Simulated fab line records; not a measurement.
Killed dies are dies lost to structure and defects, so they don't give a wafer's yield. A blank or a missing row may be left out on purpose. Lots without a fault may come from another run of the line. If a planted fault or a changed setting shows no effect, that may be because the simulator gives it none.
Split-lot study    flow n5 finfet    on a route of 1938 steps: 7 lots, 39 wafers read

## THE SPLIT
At N5_GATE_CUT_DESCUM_18 (chemistry O2, time 7 s), the setting time s was moved away from the recipe's 7 s on 15 of the 39 wafers read, by -34.5% to +58.1%. For the rest of the wafers, this setting stayed at what the recipe calls for.

## THE PATH FROM SPLIT TO READING: the file shows 1 step between them
- N5_GATE_CUT_ETCH_28: etches underlayer in N2/H2, target depth 13 nm, time 10.4 s

## THE READING
CAR-EUV_of_GATE_CUT_COAT_07.thk nm (the simulator's own value, which no gauge read), in nm, at N5_GATE_CUT_ETCH_36 (etches SiARC in CF4, target depth 13 nm, time 21.7 s). No usual value for it is given in the file. The 24 wafers here that ran the recipe average 6.8 nm, standard deviation 0.091 nm.

wafer   tool, chamber at the split  time s as run, s  against the recipe  CAR-EUV_of_GATE_CUT_COAT_07.thk nm, nm  against lot-mates on the recipe
L076.3  rie diel-06, 2,2,1          7                 recipe              6.8                                     -
L076.4  rie diel-06, 2,2,1          7                 recipe              6.8                                     -
L076.5  rie diel-06, 2,2,1          7                 recipe              6.8                                     -
L079.1  rie diel-02, 3,2,1          7                 recipe              6.8                                     -
L079.2  rie diel-02, 3,2,1          7                 recipe              6.8                                     -
L079.4  rie diel-02, 3,2,1          7                 recipe              6.8                                     -
L079.3  rie diel-02, 1,3            5.423             -22.5%              7.8                                     +1.0
L079.5  rie diel-02, 1,3            5.423             -22.5%              7.6                                     +0.8
L079.6  rie diel-02, 2              5.423             -22.5%              7.6                                     +0.8
L081.1  rie diel-02, 3,3,1          7                 recipe              6.8                                     -
L081.2  rie diel-02, 1,2,2          7                 recipe              6.8                                     -
L081.4  rie diel-02, 3,3,1          7                 recipe              6.8                                     -
L081.5  rie diel-02, 1,2,2          7                 recipe              6.8                                     -
L081.6  rie diel-02, 3,3,1          7                 recipe              6.8                                     -
L081.3  rie diel-02, 1,2,2          7                 recipe              6.6                                     -
L091.1  rie diel-03, 1              9.02              +28.9%              6                                       -0.9
L091.2  rie diel-03, 3,1            9.02              +28.9%              5.8                                     -1.1
L091.5  rie diel-03, 3,1            9.02              +28.9%              5.8                                     -1.1
L091.3  rie diel-03, 2,0,2          7                 recipe              7                                       -
L091.4  rie diel-03, 2,0,2          7                 recipe              7                                       -
L091.6  rie diel-03, 2,0,2          7                 recipe              6.8                                     -
L092.1  rie diel-02, 1,0,3          11.07             +58.1%              4.8                                     -2.0
L092.2  rie diel-02, 1,0,3          11.07             +58.1%              4.8                                     -2.0
L092.4  rie diel-02, 1,0,3          11.07             +58.1%              4.8                                     -2.0
L092.3  rie diel-02, 2,1,2          7                 recipe              6.8                                     -
L092.5  rie diel-02, 2,1,2          7                 recipe              6.8                                     -
L092.6  rie diel-02, 2,1,2          7                 recipe              6.8                                     -
L094.1  rie diel-06, 1,0,3          4.585             -34.5%              8.2                                     +1.5
L094.2  rie diel-06, 2,0            7                 recipe              6.8                                     -
L094.5  rie diel-06, 2,0            7                 recipe              6.8                                     -
L094.3  rie diel-06, 3              7                 recipe              6.6                                     -
L094.4  rie diel-06, 1,0,3          4.585             -34.5%              8                                       +1.3
L094.6  rie diel-06, 1,0,3          4.585             -34.5%              8                                       +1.3
L095.1  rie diel-02, 0,2            7                 recipe              6.8                                     -
L095.2  rie diel-02, 0,2            7                 recipe              6.8                                     -
L095.3  rie diel-02, 1              5.059             -27.7%              8                                       +1.3
L095.4  rie diel-02, 3              5.059             -27.7%              7.8                                     +1.1
L095.5  rie diel-02, 3              5.059             -27.7%              7.8                                     +1.1
L095.6  rie diel-02, 2              7                 recipe              6.6                                     -
If several chambers appear in one row, that row covers several wafers at once and the file leaves open which wafer was in which chamber.

THE FIT
A straight line over all 39 wafers: CAR-EUV_of_GATE_CUT_COAT_07.thk nm changes by -0.0353 nm for each +1% of time s; r = -0.99; the points scatter about the line by 0.099 nm.
The same after taking each lot's own level away (the mean of its wafers on the recipe; 39 wafers): -0.0365 nm for each +1%; r = -0.99; scatter 0.091 nm.
The reading moves by 2.1 nm for the largest change in time s, on that fit.
The span of the lots' own levels, 6.73 to 6.93 nm, comes to 2.2 times the standard deviation stated above.
Hence the lot-to-lot level has little effect on the slope; both slopes agree.
Check: for one of the wafers moved furthest among these (+58.1%), held out of the fit, the line's prediction against its lot-mates is -2.12 nm. It came out at -2 nm against them.

## FURTHER SPLITS ON THESE WAFERS
Before the reading, these wafers also passed through other splits. Each is held against what the fit with the lots' levels taken away leaves over:
other split on the same wafers         wafers away from the commonest value  r with CAR-EUV_of_GATE_CUT_COAT_07.thk nm (lot level and that fit taken away)
N5_FIN_SAQP_PECVD_47 time s            9                                     -0.17
N5_SD_EPI_N_DEVELOP_08 develop time s  15                                    -0.04
N5_SD_EPI_P_ETCH_16 target depth a     18                                    +0.19

## THE WHOLE CHAIN: every reading that the file lists as answering this split, in the file's order
step                   what it does                                          reading                                                                              change (the file's fit)                 r (the file's)
N5_GATE_CUT_DESCUM_18  chemistry O2, time 7 s                                CAR-EUV_of_GATE_CUT_COAT_07.thk nm (the simulator's own value, which no gauge read)  -0.0346 nm for each +1% of the setting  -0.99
N5_GATE_CUT_ETCH_36    etches SiARC in CF4, target depth 13 nm, time 21.7 s  CAR-EUV_of_GATE_CUT_COAT_07.thk nm (the simulator's own value, which no gauge read)  -0.0365 nm for each +1% of the setting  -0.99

## THE FILE'S OWN FIT
CAR-EUV_of_GATE_CUT_COAT_07.thk nm changes by -0.0365 nm for each +1% of time s, r = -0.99.
